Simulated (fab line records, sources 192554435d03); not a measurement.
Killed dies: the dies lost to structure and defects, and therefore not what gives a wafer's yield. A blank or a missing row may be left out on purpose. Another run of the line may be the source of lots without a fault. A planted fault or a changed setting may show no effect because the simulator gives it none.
Chamber matching | flow n5 finfet | ald sin-03 running N5_GATE_CUT_SAC_CAP_01: 4 sister chambers
The step material SiNx, target thk 24 nm, pulse time 1 s, ald cycles 480. 22 wafers are shown with their chamber, then 11 later ones without.

WAFERS, EACH WITH ITS CHAMBER
wafer  | chamber | heater power w (W) | chamber pressure Torr (Torr) | precursor pulse height rel
L079.2 | 1       | 823                | 2.004                        | 0.961
L079.5 | 1       | 817                | 2.006                        | 1.005
L079.6 | 2       | 904                | 2.001                        | 1.015
L082.2 | 3       | 805                | 1.993                        | 0.998
L082.4 | 1       | 832                | 1.997                        | 0.988
L082.5 | 0       | 792                | 2.003                        | 0.967
L083.2 | 3       | 814                | 1.993                        | 0.991
L083.3 | 0       | 767                | 1.991                        | 1.012
L083.6 | 3       | 758                | 2.000                        | 1.038
L085.1 | 1       | 796                | 2.007                        | 0.995
L085.2 | 0       | 759                | 2.010                        | 1.010
L085.3 | 3       | 770                | 1.998                        | 0.992
L086.4 | 1       | 823                | 2.006                        | 0.974
L086.5 | 0       | 790                | 2.004                        | 0.967
L086.6 | 3       | 765                | 2.001                        | 1.018
L088.2 | 2       | 903                | 2.006                        | 1.014
L088.3 | 3       | 783                | 1.996                        | 0.989
L088.5 | 3       | 787                | 1.998                        | 0.998
L090.2 | 1       | 813                | 1.996                        | 0.977
L090.3 | 2       | 904                | 2.001                        | 0.991
L090.4 | 3       | 796                | 2.001                        | 0.992
L091.1 | 2       | 906                | 2.002                        | 0.970

SIGNATURES, as means of the wafers listed above
reading                    | chamber 0 | chamber 1 | chamber 2 | chamber 3 | scatter within a chamber
heater power w             | 777.00    | 817.33    | 904.25    | 784.75    | 15.5
chamber pressure Torr      | 2.00200   | 2.00267   | 2.00250   | 1.99750   | 0.00472
precursor pulse height rel | 0.98900   | 0.98333   | 0.99750   | 1.00200   | 0.0192
Rule: for a wafer and a chamber, the distance is found by dividing, reading by reading, the gap between the wafer's reading and the chamber's mean by the reading's scatter, squaring, summing and taking the root. If the next closest chamber is less than 2 further off than the closest, the wafer can't be placed; otherwise it belongs to the closest. How the scatter is found: for the shown wafers, subtract from each reading the mean of its chamber, square and add these, divide the total by (wafers less chambers), then take the root.

WAFERS WITHOUT THEIR CHAMBER
wafer  | heater power w (W) | chamber pressure Torr (Torr) | precursor pulse height rel
L091.3 | 791                | 2.004                        | 0.982
L091.6 | 813                | 2.008                        | 1.022
L092.2 | 875                | 1.989                        | 0.964
L092.5 | 789                | 1.999                        | 1.017
L092.6 | 915                | 1.996                        | 1.008
L094.1 | 874                | 2.000                        | 1.008
L094.2 | 793                | 2.006                        | 1.002
L094.3 | 801                | 2.000                        | 1.023
L095.2 | 789                | 2.007                        | 0.997
L095.3 | 869                | 1.999                        | 0.997
L095.6 | 881                | 1.997                        | 1.026

WHICH CHAMBER EACH ONE RAN IN
wafer  | from the rows above          | in truth
L091.3 | can't be placed: 0 or 1 or 3 | 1
L091.6 | can't be placed: 1 or 3 or 0 | 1
L092.2 | can't be placed: 2 or 1      | 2
L092.5 | can't be placed: 3 or 0 or 1 | 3
L092.6 | 2                            | 2
L094.1 | can't be placed: 2 or 1      | 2
L094.2 | can't be placed: 0 or 3 or 1 | 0
L094.3 | can't be placed: 3 or 1 or 0 | 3
L095.2 | can't be placed: 0 or 3 or 1 | 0
L095.3 | can't be placed: 2 or 1      | 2
L095.6 | 2                            | 2
Correct placement for 2 of the 11. Not placeable from these rows: 9 (in 9, the candidates include the true chamber). 0 placed wrongly.
